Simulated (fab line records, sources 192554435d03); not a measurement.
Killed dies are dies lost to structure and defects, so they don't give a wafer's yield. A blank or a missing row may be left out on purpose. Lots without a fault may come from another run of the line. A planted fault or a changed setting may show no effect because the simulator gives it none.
fab line records | flow n5_finfet
record lots=6 wafers=18 last_day=17
route steps=1938 shown MOL_CONTACT_COAG@526 BEOL_M4@1111 PASSIVATION@1936
lots that met no fault: from a run of the same line without faults
start_h: hours from the record's first day to the start of the lot's first wafer shown | wait_h: hours since the lot's step before | " the same as in the row above | L1.1+2: a row that stands for several wafers | - no value, or no start given | * or withheld: withheld | < > ~ a bound
route shown NAME@n: a module of which the file shows steps, and the number in the route of the first | usual: mean/standard deviation of fault-free wafers | same: alike in all rows | chamber/n: place in a boat | sites: the reading at each site | _std_site: their standard deviation | _edge_site: outer sites' mean less inner sites' | radius_mm: how far each site lies from the wafer's centre | mask NAME#n: copy n | behind: the tool/chamber that last shaped the wafer | hold: why the lot was held/for how many hours/how that ended | device: the transistor (n, p or np) that didn't switch | end of line: the same wafers' tests at the end of the route | a step without rows: its recipe alone | killed: dies lost to structure and defects at the first sort, not the wafer's yield | map: a wafer's dies, x killed, . not, _ none there
set.NAME: the setting as run; set.NAME@STEP: as run at that earlier step | model.NAME: the simulator's own value behind a step, which no gauge read
lots at some steps of the route; a table a step, a row a wafer
services: from which hour (start_h, from the record's first day; less than 0 if before it) a tool's chamber was out of use, for how many hours, and why
## steps
# step N5_MOL_CONTACT_COAG_CD_MEAS_08
# recipe target_cd_nm=28 landing_energy_ev=500 detector=se_inlens polarity=opening
# usual cd_nm=28.03/0.25
# columns lot.wafer tool chamber start_h wait_h cd_nm
L158.1 cd_sem-02 0 88.48 - 28.55
L158.2 " 0 " " 27.86
L158.6 " 0 " " 28.02
L160.1 cd_sem-02 0 99.55 - 27.57
L160.5 " 0 " " 28.18
L160.6 " 0 " " 27.52
L169.1 cd_sem-03 0 165.97 - 27.84
L169.2 " 0 " " 28.35
L169.6 " 0 " " 28.27
L172.1 cd_sem-03 0 177.05 - 28.12
L172.3 " 0 " " 27.98
L172.6 " 0 " " 27.82
L175.1 cd_sem-02 0 196.08 - 27.95
L175.4 " 0 " " 27.83
L175.5 " 0 " " 27.88
L179.1 cd_sem-02 0 217.69 - 28.33
L179.4 " 0 " " 27.99
L179.6 " 0 " " 28.06
# step N5_MOL_CONTACT_COAG_OVL_MEAS_09
# recipe points_per_wafer=522
# usual CA_OVL=-0.4/0.75
# columns lot.wafer tool chamber start_h wait_h CA_OVL[nm]
L158.1 overlay-01 0 88.51 0.0 -1.6
L158.2 " 0 " " -1.3
L158.6 " 0 " " -1.4
L160.1 overlay-02 0 99.58 0.0 0.4
L160.5 " 0 " " -0.2
L160.6 " 0 " " -0.7
L169.1 overlay-01 0 166.00 0.0 -0.2
L169.2 " 0 " " -0.2
L169.6 " 0 " " 0.1
L172.1 overlay-01 0 177.08 0.0 -0.6
L172.3 " 0 " " 0.1
L172.6 " 0 " " -1.5
L175.1 overlay-01 0 196.11 0.0 -0.4
L175.4 " 0 " " -0.6
L175.5 " 0 " " -0.6
L179.1 overlay-02 0 217.72 0.0 -0.9
L179.4 " 0 " " 1.4
L179.6 " 0 " " 0.6
# step N5_MOL_CONTACT_COAG_INSPECT_10
# recipe mode=adi inspect_instrument=brightfield
# usual raw_defect_count=76/28
# columns lot.wafer tool chamber start_h wait_h raw_defect_count
L158.1 defect_inspect-02 - 88.57 0.1 83
L158.2 " - " " 56
L158.6 " - " " 50
L160.1 defect_inspect-02 - 99.64 0.1 67
L160.5 " - " " 94
L160.6 " - " " 55
L169.1 defect_inspect-02 - 166.06 0.1 54
L169.2 " - " " 103
L169.6 " - " " 123
L172.1 defect_inspect-02 - 177.14 0.1 68
L172.3 " - " " 76
L172.6 " - " " 73
L175.1 defect_inspect-02 - 196.17 0.1 59
L175.4 " - " " 71
L175.5 " - " " 110
L179.1 defect_inspect-01 - 217.78 0.1 53
L179.4 " - " " 114
L179.6 " - " " 89
# step N5_MOL_CONTACT_COAG_DESCUM_13
# recipe chemistry=O2 time_s=7 source_power_w=50 bias_power_w=20 pressure_mtorr=20 rf_frequency_hz=2.712e+07 temp_c=40 resist=CAR-EUV o2_flow_sccm=225
# step N5_MOL_CONTACT_COAG_ETCH_59
# recipe chemistry=N2/H2 target=underlayer target_depth_a=130 mask_material=CAR-EUV time_s=10.4 ion_energy_ev=200 pressure_mtorr=30 source_w=840 bias_w=150 n2_flow_sccm=200 h2_flow_sccm=200 ends=cleared
# step N5_MOL_CONTACT_COAG_ETCH_105
# recipe chemistry=CF4 target=SiARC target_depth_a=156 mask_material=CAR-EUV time_s=26 ion_energy_ev=80 pressure_mtorr=40 source_w=545 bias_w=36 Ar_flow_sccm=100 cf4_flow_sccm=100 ends=cleared
# usual bias_w=36.02/0.11 drypump_motor_current_A=5.9/0.37 etch_rf_on_time_s=25.9/0.39 mfc_ar_sccm=100.0/0.31 oes_product_au=0.69/0.086 rf_vpp_V=184.0/1.2 showerhead_plenum_p_Torr=2.14/0.087 throttle_valve_pct=15.61/0.24
# columns lot.wafer tool chamber start_h wait_h bias_w drypump_motor_current_A etch_rf_on_time_s mfc_ar_sccm oes_product_au rf_hours_counter_h rf_vpp_V showerhead_plenum_p_Torr throttle_valve_pct
L158.1 rie_diel-06 3 88.66 0.0 36.08 6.5 26.2 99.9 0.59 231 184.3 2.12 15.78
L158.2 " 2 " " 35.96 6.3 25.6 100.2 0.61 215 184.2 2.12 15.74
L158.6 " 2 " " 36.11 6.3 26.0 100.0 0.61 - 182.9 2.12 15.73
L160.1 rie_diel-06 0 99.75 0.0 35.97 5.8 26.0 100.2 0.73 67 182.1 2.08 15.42
L160.5 " 2 " " 35.92 6.3 25.8 100.6 0.61 - 184.7 2.12 15.73
L160.6 " 3 " " 36.00 6.4 25.9 99.8 0.59 - 184.7 2.11 15.77
L169.1 rie_diel-06 1 166.97 0.0 36.11 5.4 25.6 99.5 0.77 33 185.3 2.26 15.39
L169.2 " 3 " " 36.07 6.4 26.1 99.9 0.79 9 183.5 2.11 15.32
L169.6 " 0 " " 36.03 5.8 26.2 100.2 0.69 - 183.4 2.07 15.46
L172.1 rie_diel-06 2 178.05 0.0 35.98 6.3 25.4 99.7 0.86 3 184.4 2.11 15.33
L172.3 " 3 " " 36.09 6.4 26.1 99.4 0.78 16 183.0 2.10 15.35
L172.6 " 3 " " 36.15 6.5 26.0 99.8 0.78 - 183.4 2.10 15.34
L175.1 rie_diel-03 0 196.26 0.0 35.95 5.5 26.2 100.4 0.60 234 183.1 2.11 15.62
L175.4 " 2 " " 35.99 6.2 26.2 99.0 0.63 - 182.5 1.97 15.88
L175.5 " 0 " " 35.86 5.6 26.2 99.8 0.59 - 183.1 2.11 15.62
L179.1 rie_diel-05 3 217.92 0.0 36.00 5.8 25.8 100.1 0.83 5 185.6 2.28 15.21
L179.4 " 1 " " 36.02 5.9 26.3 100.2 0.59 210 181.2 2.04 15.41
L179.6 " 0 " " 36.20 5.3 25.9 99.9 0.61 - 184.1 2.04 16.14
# step N5_MOL_CONTACT_COAG_ETCH_106
# recipe chemistry=N2/H2 target=SOC target_depth_a=800 overetch_a=160 mask_material=SiARC temp_c=40 time_s=120 ion_energy_ev=200 pressure_mtorr=30 source_w=840 bias_w=150 n2_flow_sccm=200 h2_flow_sccm=200
# usual bias_w=150.0/0.44 drypump_motor_current_A=5.9/0.37 oes_product_au=0.72/0.085 rf_vpp_V=524/3.1 showerhead_plenum_p_Torr=2.54/0.11 temp_c=40.00/0.11 throttle_valve_pct=17.86/0.23
# columns lot.wafer tool chamber start_h wait_h bias_w drypump_motor_current_A oes_product_au rf_hours_counter_h rf_vpp_V showerhead_plenum_p_Torr temp_c throttle_valve_pct
L158.1 rie_diel-06 3 88.69 0.0 149.3 6.4 0.62 231 523 2.52 40.06 18.03
L158.2 " 2 " " 149.6 6.3 0.63 215 524 2.52 39.87 17.99
L158.6 " 2 " " 149.7 6.3 0.63 - 523 2.52 39.95 17.98
L160.1 rie_diel-06 0 99.78 0.0 150.1 5.8 0.76 67 524 2.47 39.91 17.62
L160.5 " 2 " " 150.2 6.3 0.63 - 522 2.52 39.78 17.99
L160.6 " 3 " " 149.4 6.5 0.63 - 523 2.52 39.82 18.05
L169.1 rie_diel-06 1 167.00 0.0 150.7 5.3 0.79 33 529 2.70 40.00 17.78
L169.2 " 3 " " 149.7 6.5 0.83 9 523 2.51 39.92 17.64
L169.6 " 0 " " 149.9 5.8 0.73 - 520 2.46 40.14 17.68
L172.1 rie_diel-06 2 178.08 0.0 149.6 6.3 0.89 3 522 2.50 40.09 17.62
L172.3 " 3 " " 149.1 6.4 0.83 16 523 2.50 40.05 17.65
L172.6 " 3 " " 149.6 6.4 0.81 - 521 2.50 39.97 17.67
L175.1 rie_diel-03 0 196.29 0.0 150.3 5.6 0.63 234 522 2.51 40.13 17.79
L175.4 " 2 " " 150.2 6.2 0.66 - 518 2.34 39.80 18.09
L175.5 " 0 " " 150.8 5.5 0.63 - 524 2.51 39.97 17.79
L179.1 rie_diel-05 3 217.95 0.0 150.0 5.8 0.86 5 529 2.72 40.08 17.40
L179.4 " 1 " " 150.2 5.9 0.63 210 521 2.41 39.92 17.55
L179.6 " 0 " " 149.5 5.3 0.64 - 519 2.41 40.20 18.39
# step N5_MOL_CONTACT_COAG_STRIP_107
# recipe chemistry=N2/H2 temp_c=40 n2_flow_sccm=200 h2_flow_sccm=200 rf_frequency_hz=6e+07
# step N5_MOL_CONTACT_COAG_STRIP_108
# recipe chemistry=N2/H2 temp_c=40 n2_flow_sccm=200 h2_flow_sccm=200 rf_frequency_hz=6e+07
# step N5_MOL_CONTACT_COAG_CONTACT_ETCH_14
# recipe chemistry=C4F6/O2 target=SiO2 target_depth_a=275 overetch_a=85 mask_material=SOC pressure_mtorr=30 source_w=370 bias_w=185 Ar_flow_sccm=300 C4F6_flow_sccm=16 O2_flow_sccm=10 time_s=20 ion_energy_ev=259.6
# usual bias_w=184.9/0.56 drypump_motor_current_A=5.9/0.37 mfc_ar_sccm=300.1/0.91 oes_f_703_au=0.81/0.096 oes_product_au=0.68/0.081 rf_vpp_V=692/4.1 showerhead_plenum_p_Torr=2.87/0.12 throttle_valve_pct=21.26/0.24
# columns lot.wafer tool chamber start_h wait_h bias_w drypump_motor_current_A mfc_ar_sccm oes_f_703_au oes_product_au rf_hours_counter_h rf_vpp_V showerhead_plenum_p_Torr throttle_valve_pct
L158.1 rie_diel-06 3 88.79 0.0 184.8 6.4 300.9 0.69 0.59 232 692 2.84 21.36
L158.2 " 2 " " 184.9 6.3 299.6 0.72 0.60 215 691 2.85 21.34
L158.6 " 2 " " 185.7 6.3 300.1 0.72 0.61 - 691 2.85 21.34
L160.1 rie_diel-06 0 99.88 0.0 183.4 5.8 300.8 0.86 0.72 67 690 2.79 21.02
L160.5 " 2 " " 183.8 6.3 300.4 0.71 0.60 - 692 2.85 21.35
L160.6 " 3 " " 184.1 6.5 301.4 0.69 0.59 - 692 2.84 21.38
L169.1 rie_diel-06 1 167.10 0.0 184.8 5.4 300.4 0.90 0.76 33 698 3.04 21.05
L169.2 " 3 " " 184.7 6.4 298.8 0.92 0.79 9 690 2.83 21.04
L169.6 " 0 " " 184.6 5.8 300.3 0.82 0.70 - 690 2.78 21.06
L172.1 rie_diel-06 2 178.18 0.0 184.1 6.3 298.6 1.00 0.84 3 691 2.83 21.03
L172.3 " 3 " " 184.3 6.5 299.4 0.91 0.78 16 691 2.83 21.04
L172.6 " 3 " " 185.8 6.4 299.2 0.91 0.77 - 691 2.83 21.04
L175.1 rie_diel-03 0 196.39 0.0 184.7 5.6 298.9 0.72 0.60 234 693 2.84 21.17
L175.4 " 2 " " 185.0 6.2 299.8 0.73 0.63 - 685 2.66 21.55
L175.5 " 0 " " 184.9 5.6 299.7 0.71 0.59 - 692 2.84 21.18
L179.1 rie_diel-05 3 218.05 0.0 184.8 5.8 299.3 0.96 0.82 5 699 3.07 20.96
L179.4 " 1 " " 185.0 5.9 300.5 0.69 0.59 210 689 2.74 20.99
L179.6 " 0 " " 184.7 5.3 299.8 0.72 0.60 - 688 2.74 21.82
# step N5_MOL_CONTACT_COAG_STRIP_109
# recipe chemistry=C4F6/O2 resist=SiARC rf_frequency_hz=6e+07
# step N5_MOL_CONTACT_COAG_ETCH_15
# recipe chemistry=CH3F/O2 target=SiNx target_depth_a=70 mask_material=SOC stop_on=Si:P over_etch_frac=0.75 ion_energy_ev=120 pressure_mtorr=30 source_w=395 bias_w=73 Ar_flow_sccm=150 CH3F_flow_sccm=30 O2_flow_sccm=20
# usual CH3F_flow_sccm=30.01/0.086 bias_w=73.01/0.22 drypump_motor_current_A=5.9/0.37 mfc_ar_sccm=150.0/0.43 oes_f_703_au=0.81/0.097 oes_product_au=0.59/0.07 rf_vpp_V=296/3.4 showerhead_plenum_p_Torr=1.99/0.085 throttle_valve_pct=16.33/0.24
# columns lot.wafer tool chamber start_h wait_h CH3F_flow_sccm bias_w drypump_motor_current_A mfc_ar_sccm oes_f_703_au oes_product_au rf_hours_counter_h rf_vpp_V showerhead_plenum_p_Torr throttle_valve_pct
L158.1 rie_diel-06 3 88.82 0.0 29.98 73.38 6.4 149.8 0.69 0.51 232 302 1.97 16.47
L158.2 " 2 " " 30.18 73.27 6.3 150.5 0.73 0.52 215 294 1.98 16.44
L158.6 " 2 " " 30.03 73.24 6.3 150.4 0.72 0.52 - 292 1.98 16.45
L160.1 rie_diel-06 0 99.92 0.0 30.10 73.01 5.8 149.8 0.85 0.62 67 293 1.94 16.09
L160.5 " 2 " " 30.03 72.82 6.3 150.4 0.72 0.52 - 294 1.98 16.45
L160.6 " 3 " " 29.97 73.44 6.5 149.8 0.68 0.50 - 301 1.97 16.49
L169.1 rie_diel-06 1 167.14 0.0 29.89 73.06 5.4 149.8 0.90 0.65 33 297 2.12 16.09
L169.2 " 3 " " 30.07 72.71 6.5 149.5 0.92 0.68 9 303 1.96 16.06
L169.6 " 0 " " 29.93 72.71 5.8 149.6 0.82 0.60 - 291 1.93 16.16
L172.1 rie_diel-06 2 178.22 0.0 29.96 72.84 6.3 150.6 1.02 0.73 3 294 1.96 16.04
L172.3 " 3 " " 29.89 72.99 6.4 150.8 0.90 0.67 16 301 1.96 16.07
L172.6 " 3 " " 30.04 72.46 6.5 150.4 0.91 0.67 - 300 1.96 16.06
L175.1 rie_diel-03 0 196.42 0.0 30.01 72.97 5.6 149.9 0.71 0.51 234 295 1.97 16.31
L175.4 " 2 " " 30.02 73.25 6.2 150.1 0.72 0.54 - 294 1.84 16.62
L175.5 " 0 " " 30.01 72.99 5.6 149.1 0.71 0.51 - 297 1.97 16.31
L179.1 rie_diel-05 3 218.09 0.0 29.83 73.22 5.8 150.3 0.96 0.71 5 302 2.14 15.97
L179.4 " 1 " " 30.11 73.07 6.0 149.9 0.69 0.51 210 299 1.90 16.13
L179.6 " 0 " " 30.00 73.12 5.3 150.2 0.71 0.52 - 295 1.89 16.87
# step N5_MOL_CONTACT_COAG_ETCH_110
# recipe chemistry=CF4/O2 target=Si target_depth_a=25 time_s=8 pressure_mtorr=100 source_w=200 bias_w=12 ion_energy_ev=60 Ar_flow_sccm=100 cf4_flow_sccm=100 O2_flow_sccm=10
# usual bias_w=12.00/0.037 drypump_motor_current_A=5.9/0.37 mfc_ar_sccm=100.0/0.36 oes_f_703_au=0.81/0.096 oes_product_au=0.80/0.1 rf_vpp_V=126.7/1.7 showerhead_plenum_p_Torr=2.22/0.089 throttle_valve_pct=10.75/0.28
# columns lot.wafer tool chamber start_h wait_h bias_w drypump_motor_current_A mfc_ar_sccm oes_f_703_au oes_product_au rf_hours_counter_h rf_vpp_V showerhead_plenum_p_Torr throttle_valve_pct
L158.1 rie_diel-06 3 88.88 0.0 11.98 6.4 100.2 0.69 0.70 232 129.6 2.20 11.00
L158.2 " 2 " " 12.00 6.3 99.5 0.72 0.71 215 125.2 2.20 10.95
L158.6 " 2 " " 12.05 6.3 99.7 0.72 0.70 - 124.1 2.20 10.95
L160.1 rie_diel-06 0 99.98 0.0 12.01 5.8 100.0 0.85 0.85 67 123.7 2.17 10.51
L160.5 " 2 " " 12.07 6.3 100.5 0.72 0.70 - 123.8 2.20 10.96
L160.6 " 3 " " 12.03 6.4 100.2 0.68 0.69 - 127.5 2.20 11.02
L169.1 rie_diel-06 1 167.20 0.0 11.43 5.4 99.9 0.90 0.90 33 122.0 2.35 10.44
L169.2 " 3 " " 11.46 6.5 100.8 0.92 0.93 9 123.7 2.19 10.37
L169.6 " 0 " " 11.39 5.8 99.7 0.82 0.81 - 120.0 2.16 10.59
L172.1 rie_diel-06 2 178.28 0.0 11.46 6.2 99.6 1.01 1.00 3 120.0 2.19 10.35
L172.3 " 3 " " 11.57 6.4 100.1 0.90 0.91 16 124.4 2.19 10.40
L172.6 " 3 " " 11.42 6.4 99.8 0.90 0.91 - 124.9 2.19 10.38
L175.1 rie_diel-03 0 196.48 0.0 11.94 5.6 99.6 0.72 0.70 234 126.4 2.20 10.88
L175.4 " 2 " " 12.01 6.2 100.7 0.73 0.74 - 127.1 2.05 11.06
L175.5 " 0 " " 11.92 5.5 99.8 0.71 0.70 - 127.2 2.20 10.89
L179.1 rie_diel-05 3 218.15 0.0 11.98 5.8 100.5 0.96 0.96 5 129.6 2.36 10.28
L179.4 " 1 " " 11.99 5.9 100.2 0.70 0.68 210 126.9 2.12 10.67
L179.6 " 0 " " 12.01 5.3 99.9 0.71 0.71 - 126.7 2.12 11.30
# step N5_MOL_CONTACT_COAG_STRIP_98
# recipe chemistry=N2/H2 power_w=500 temp_c=40 pressure_mtorr=50 rf_frequency_hz=6e+07 overash_fraction=0.3 bias_power_w=8 h2_frac=0.5 n2_flow_sccm=300 h2_flow_sccm=300
# usual drypump_motor_current_A=5.9/0.37 oes_product_au=0.80/0.1 rf_vpp_V=53.8/1.6 showerhead_plenum_p_Torr=3.35/0.14 temp_c=39.99/0.11 throttle_valve_pct=18.97/0.29
# columns lot.wafer tool chamber start_h wait_h drypump_motor_current_A oes_product_au rf_hours_counter_h rf_vpp_V showerhead_plenum_p_Torr temp_c throttle_valve_pct
L158.1 rie_diel-06 3 88.93 0.0 6.5 0.70 232 50.6 3.33 40.01 19.16
L158.2 " 2 " " 6.3 0.71 215 55.2 3.33 39.97 19.15
L158.6 " 2 " " 6.3 0.71 - 55.8 3.33 39.75 19.13
L160.1 rie_diel-06 0 100.03 0.0 5.8 0.85 67 51.5 3.27 39.99 18.70
L160.5 " 2 " " 6.3 0.70 - 54.6 3.33 40.05 19.12
L160.6 " 3 " " 6.4 0.70 - 54.4 3.32 40.05 19.15
L169.1 rie_diel-06 1 167.25 0.0 5.4 0.89 33 55.3 3.56 39.73 19.32
L169.2 " 3 " " 6.5 0.94 9 52.3 3.31 40.08 18.79
L169.6 " 0 " " 5.8 0.81 - 54.0 3.25 40.13 18.76
L172.1 rie_diel-06 2 178.33 0.0 6.3 1.01 3 53.2 3.31 40.07 18.79
L172.3 " 3 " " 6.5 0.91 16 56.9 3.31 39.90 18.82
L172.6 " 3 " " 6.5 0.92 - 55.2 3.31 40.03 18.81
L175.1 rie_diel-03 0 196.53 0.0 5.6 0.68 234 53.6 3.31 40.17 18.73
L175.4 " 2 " " 6.2 0.75 - 50.4 3.09 39.81 19.08
L175.5 " 0 " " 5.5 0.71 - 54.9 3.31 39.91 18.76
L179.1 rie_diel-05 3 218.20 0.0 5.8 0.97 5 54.2 3.58 40.27 18.23
L179.4 " 1 " " 6.0 0.69 210 51.5 3.19 39.84 18.46
L179.6 " 0 " " 5.3 0.70 - 54.3 3.18 40.02 19.51
# step N5_BEOL_M4_RC_MEAS_101
# usual DIBL_N=35.9/1.3 DIBL_P=36.3/1.5 IOFF_N=0.153/0.023 IOFF_P=0.208/0.028 ION_N=672/9.7 ION_P=462/6.6 SS_N=71.5/0.53 SS_P=73.3/0.59 VT_N=250.4/2.7 VT_P=-250.5/3
# columns lot.wafer tool chamber start_h wait_h DIBL_N[mV/V] DIBL_P[mV/V] IOFF_N[nA/um] IOFF_P[nA/um] ION_N[uA/um] ION_P[uA/um] SS_N[mV/dec] SS_P[mV/dec] VT_N[mV] VT_P[mV]
L158.1 prober-02 0 168.53 0.0 37.6 37.8 0.175 0.210 679 461 72.5 73.6 250.4 -252.5
L158.2 " 0 " " 35.6 35.2 0.138 0.171 665 453 71.6 72.5 253.6 -256.7
L158.6 " 0 " " 35.8 35.7 0.143 0.176 680 459 70.7 72.7 250.8 -255.9
L160.1 prober-02 0 193.95 0.0 33.0 34.8 0.126 0.177 661 457 71.0 72.7 252.8 -253.0
L160.5 " 0 " " 32.1 33.9 0.117 0.175 657 457 71.2 72.4 253.0 -250.2
L160.6 " 0 " " 34.4 37.3 0.152 0.218 677 461 72.0 73.5 248.1 -248.3
L169.1 prober-01 0 243.50 0.0 35.9 35.8 0.149 0.209 669 465 72.2 72.5 250.2 -247.7
L169.2 " 0 " " 34.1 33.1 0.124 0.167 648 451 71.7 72.4 254.5 -255.0
L169.6 " 0 " " 35.0 33.9 0.127 0.177 655 454 71.5 72.1 253.7 -254.8
L172.1 prober-02 0 268.47 0.0 36.7 38.0 0.191 0.263 675 471 72.1 73.4 244.6 -242.7
L172.3 " 0 " " 36.0 36.3 0.167 0.227 677 466 72.0 72.5 249.2 -247.6
L172.6 " 0 " " 35.8 36.3 0.155 0.229 663 459 71.7 72.9 249.6 -249.3
L175.1 prober-01 0 279.17 0.0 34.6 35.3 0.133 0.164 673 463 70.6 73.9 252.9 -254.5
L175.4 " 0 " " 35.7 37.3 0.153 0.196 662 456 71.6 73.7 249.3 -252.0
L175.5 " 0 " " 35.0 36.5 0.142 0.182 683 465 70.8 73.4 250.0 -256.8
L179.1 prober-02 0 313.17 0.0 36.0 37.0 0.158 0.206 682 463 71.5 73.6 249.5 -248.8
L179.4 " 0 " " 36.5 37.6 0.170 0.213 671 457 72.0 74.4 249.0 -249.0
L179.6 " 0 " " 35.9 36.4 0.157 0.202 674 462 71.7 73.3 247.9 -253.1
# step N5_PASSIVATION_PROBE_49
# usual defect_limited_yield=91.1/1.5 killed_at_M0_to_M3=35/9.5 killed_at_M4_up=13/5.2 killed_at_contacts=12/6.1 killed_at_front_end=41/14 killed_at_other=3.8/2.9 killed_dies=105/17 killed_open=70/13 killed_short=33/8.4 sort_bin_5_function=5.1/0.97 sort_bin_6_memory=3.4/0.69 sort_n_pass=1075/17 sort_yield_pct=91.1/1.5
# same gross_dies=1180 killed_at_back_side=0 sort_bin_4_leakage[%]=0 sort_bin_8_speed[%]=0
# columns lot.wafer tool chamber start_h wait_h defect_limited_yield[%] killed_at_M0_to_M3 killed_at_M4_up killed_at_contacts killed_at_front_end killed_at_other killed_dies killed_open killed_short sort_bin_5_function[%] sort_bin_6_memory[%] sort_n_pass sort_yield_pct[%]
L158.1 prober-01 - 270.92 0.0 89.7 52 13 14 37 5 121 76 45 5.6 4.3 1059 89.7
L158.2 prober-01 - 270.97 0.1 91.9 26 15 12 36 6 95 61 33 5.3 2.6 1085 91.9
L158.6 prober-01 - 271.17 0.3 89.4 53 9 12 45 6 125 77 48 6.5 3.7 1055 89.4
L169.1 prober-01 - 354.34 0.0 91.4 26 20 9 42 4 101 68 33 4.7 3.6 1079 91.4
L169.2 prober-01 - 354.39 0.1 87.5 37 20 21 70 0 148 101 47 7.0 5.0 1032 87.5
L169.6 prober-01 - 354.59 0.3 89.8 36 13 17 52 2 120 83 35 5.5 4.5 1060 89.8
L172.1 prober-01 - 369.44 0.0 92.5 29 14 9 29 8 89 57 32 4.2 3.2 1091 92.5
L172.3 prober-01 - 369.54 0.1 91.7 40 10 9 38 1 98 61 36 4.6 3.5 1082 91.7
L172.6 prober-01 - 369.69 0.3 91.3 41 14 6 42 0 103 54 45 4.8 3.7 1077 91.3
L175.1 prober-02 - 385.21 0.0 89.7 45 9 29 35 4 122 84 34 6.9 3.0 1058 89.7
L175.4 prober-02 - 385.36 0.2 90.3 30 17 20 46 2 115 78 35 5.3 4.0 1065 90.3
L175.5 prober-02 - 385.41 0.2 92.3 34 4 16 35 2 91 42 48 4.7 2.4 1089 92.3
# killed by level:class
L158.1 BEOL_M0_SAQP:geometric_particle:short=21 MOL_CONTACT_COAG:geometric_particle:open=14 BEOL_M0_SAQP:geometric_particle:open=13 BEOL_M3:geometric_particle:open=7 STI_FIN_REVEAL:geometric_particle:open=6 FIN_SAQP:geometric_particle:short=5 BEOL_M4:geometric_particle:open=5 FIN_SAQP:geometric_particle:open=3
L158.2 MOL_CONTACT_COAG:geometric_particle:open=10 DUMMY_GATE:geometric_particle:open=10 FIN_SAQP:geometric_particle:open=6 BEOL_M0_SAQP:geometric_particle:short=6 FIN_SAQP:geometric_particle:short=5 STI_FIN_REVEAL:geometric_particle:open=5 BEOL_M1:geometric_particle:open=5 BEOL_M3:geometric_particle:open=4
L158.6 MOL_CONTACT_COAG:geometric_particle:open=10 BEOL_M1:geometric_particle:open=10 BEOL_M2:geometric_particle:open=10 STI_FIN_REVEAL:geometric_particle:open=9 BEOL_M0_SAQP:geometric_particle:open=9 BEOL_M0_SAQP:geometric_particle:short=8 GATE_CUT:geometric_particle:short=7 FIN_SAQP:geometric_particle:short=6
L169.1 STI_FIN_REVEAL:geometric_particle:open=12 MOL_CONTACT_COAG:geometric_particle:open=8 BEOL_M0_SAQP:geometric_particle:open=8 BEOL_M0_SAQP:geometric_particle:short=8 BEOL_M4:geometric_particle:open=8 FIN_SAQP:geometric_particle:open=5 ILD0:geometric_particle:short=5 STARTING-WAFER:geometric_particle:open=5
L169.2 STI_FIN_REVEAL:geometric_particle:open=28 BEOL_M0_SAQP:geometric_particle:short=17 MOL_CONTACT_COAG:geometric_particle:open=15 BEOL_M4:geometric_particle:open=13 BEOL_M0_SAQP:geometric_particle:open=10 FIN_SAQP:geometric_particle:short=8 DUMMY_GATE:geometric_particle:open=8 MOL_CONTACT_COAG:geometric_particle:short=6
L169.6 STI_FIN_REVEAL:geometric_particle:open=18 MOL_CONTACT_COAG:geometric_particle:open=15 BEOL_M0_SAQP:geometric_particle:open=14 FIN_SAQP:geometric_particle:short=12 FIN_SAQP:geometric_particle:open=9 BEOL_M0_SAQP:geometric_particle:short=8 BEOL_M1:geometric_particle:open=7 BEOL_M4:geometric_particle:open=4
L172.1 MOL_CONTACT_COAG:geometric_particle:open=9 BEOL_M0_SAQP:geometric_particle:short=7 BEOL_M6:geometric_particle:open=7 BEOL_M3:geometric_particle:open=6 FIN_SAQP:geometric_particle:open=5 MIM_TOP_ETCH:geometric_particle:short=5 STI_FIN_REVEAL:geometric_particle:open=4 DUMMY_GATE:geometric_particle:open=4
L172.3 BEOL_M0_SAQP:geometric_particle:short=15 BEOL_M0_SAQP:geometric_particle:open=9 FIN_SAQP:geometric_particle:open=7 FIN_SAQP:geometric_particle:short=7 MOL_CONTACT_COAG:geometric_particle:open=7 BEOL_M1:geometric_particle:open=7 STI_FIN_REVEAL:geometric_particle:open=6 GATE_CUT:geometric_particle:open=4
L172.6 FIN_SAQP:geometric_particle:short=11 BEOL_M1:geometric_particle:open=11 BEOL_M0_SAQP:geometric_particle:short=6 BEOL_M3:geometric_particle:open=6 STI_FIN_REVEAL:geometric_particle:open=5 MOL_CONTACT_COAG:geometric_particle:open=5 STARTING-WAFER:geometric_particle:short=5 FIN_SAQP:geometric_particle:open=4
L175.1 MOL_CONTACT_COAG:geometric_particle:open=25 BEOL_M0_SAQP:geometric_particle:short=12 FIN_SAQP:geometric_particle:short=8 BEOL_M1:geometric_particle:open=8 BEOL_M0_SAQP:geometric_particle:open=7 FIN_SAQP:geometric_particle:open=6 BEOL_M3:geometric_particle:open=6 BEOL_M2:geometric_particle:open=5
L175.4 MOL_CONTACT_COAG:geometric_particle:open=16 FIN_SAQP:geometric_particle:short=14 STI_FIN_REVEAL:geometric_particle:open=11 BEOL_M4:geometric_particle:open=9 FIN_SAQP:geometric_particle:open=7 BEOL_M2:geometric_particle:open=7 BEOL_M3:geometric_particle:open=5 DUMMY_GATE:geometric_particle:open=4
L175.5 BEOL_M0_SAQP:geometric_particle:short=13 FIN_SAQP:geometric_particle:short=11 MOL_CONTACT_COAG:geometric_particle:open=10 BEOL_M0_SAQP:geometric_particle:open=8 MOL_CONTACT_COAG:geometric_particle:short=6 BEOL_M3:geometric_particle:open=5 STARTING-WAFER:geometric_particle:short=5 STI_FIN_REVEAL:geometric_particle:short=4
## services
# columns tool chamber start_h hours kind
rie_diel-06 1 87.45 - clean
rie_diel-06 1 87.45 - consumable_replace:focus_ring
rie_diel-06 1 87.45 - consumable_replace:showerhead
rie_diel-06 1 87.45 24.6 scheduled_down
rie_diel-06 1 87.45 24.6 vent_cycle
rie_diel-05 2 111.77 - clean
rie_diel-05 2 111.77 - consumable_replace:focus_ring
rie_diel-05 2 111.77 - consumable_replace:showerhead
rie_diel-05 2 111.77 13.0 scheduled_down
rie_diel-05 2 111.77 13.0 vent_cycle
rie_diel-05 - 117.79 14.6 pm
rie_diel-06 0 131.83 6.3 repair
rie_diel-03 1 141.03 - clean
rie_diel-06 3 142.93 - clean
rie_diel-06 3 142.93 - consumable_replace:focus_ring
rie_diel-06 3 142.93 10.0 scheduled_down
rie_diel-06 3 142.93 10.0 vent_cycle
rie_diel-05 - 143.02 12.1 repair
rie_diel-06 2 158.69 - clean
rie_diel-06 2 158.69 - consumable_replace:focus_ring
rie_diel-06 2 158.69 12.5 scheduled_down
rie_diel-06 2 158.69 12.5 vent_cycle
rie_diel-03 0 160.20 1.9 repair
rie_diel-05 2 178.77 4.2 repair
## key
first_sign step=N5_MOL_CONTACT_COAG_ETCH_110 reading=bias_w direction=down sigmas=15 usual=* struck=*
effect step=N5_MOL_CONTACT_COAG_ETCH_110 reading=rf_vpp_V direction=down sigmas=2.5 usual=126.7 struck=122.5
met_at N5_MOL_CONTACT_COAG_ETCH_110
struck_wafers L169.1,L169.2,L169.6,L172.1,L172.3,L172.6
onset_between 99.98 167.20
fault kind=process_parameter_drift tool=rie_diel-06 chamber=- onset_h=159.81 steps=N5_MOL_CONTACT_COAG_ETCH_110 channel=bias_w offset=* shape=step end_h=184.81 acts_in=* stated=*
